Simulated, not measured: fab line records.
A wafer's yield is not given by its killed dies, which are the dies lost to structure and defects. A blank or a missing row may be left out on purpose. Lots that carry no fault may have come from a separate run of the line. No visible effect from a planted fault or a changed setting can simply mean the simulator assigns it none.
Matching of chambers | flow n5Finfet | N5_BEOL_M15_DESCUM_15 on rieDiel-02 has 4 sister chambers
The step chemistry O2, time 7.9 s. 4 wafers are shown with their chamber, then 8 later ones without.

WAFERS, EACH WITH ITS CHAMBER
wafer  | chamber | showerheadPlenumPTorr (Torr)
L092.2 | 3       | 2.16
L092.3 | 2       | 2.22
L092.5 | 0       | 2.10
L093.2 | 1       | 2.12

WAFERS WITH NO CHAMBER GIVEN
wafer  | showerheadPlenumPTorr (Torr)
L093.5 | 2.22
L093.6 | 2.16
L095.1 | 2.09
L095.2 | 2.22
L095.3 | 2.16
L097.1 | 2.16
L097.3 | 2.22
L097.4 | 2.09

EACH ONE'S CHAMBER
wafer  | from the rows above | in truth
L093.5 | 2                   | 2
L093.6 | 3                   | 3
L095.1 | 0                   | 0
L095.2 | 2                   | 2
L095.3 | 3                   | 3
L097.1 | 3                   | 3
L097.3 | 2                   | 2
L097.4 | 0                   | 0
Correct placement for 8 of the 8. Left unplaced by these rows: 0. Number placed wrongly: 0.
How it was worked out, from the rows above alone: a wafer's distance from a chamber is the root of the sum, over the readings, of the square of ((its reading less the chamber's mean) divided by the reading's scatter). The wafer belongs to the nearest chamber; if the next one is less than 2 further off, it can't be placed. A chamber's mean is the mean of its shown wafers. The scatter (one wafer shown for each chamber): square how far every hidden wafer sits from the nearest shown wafer, average those squares and take the square root.
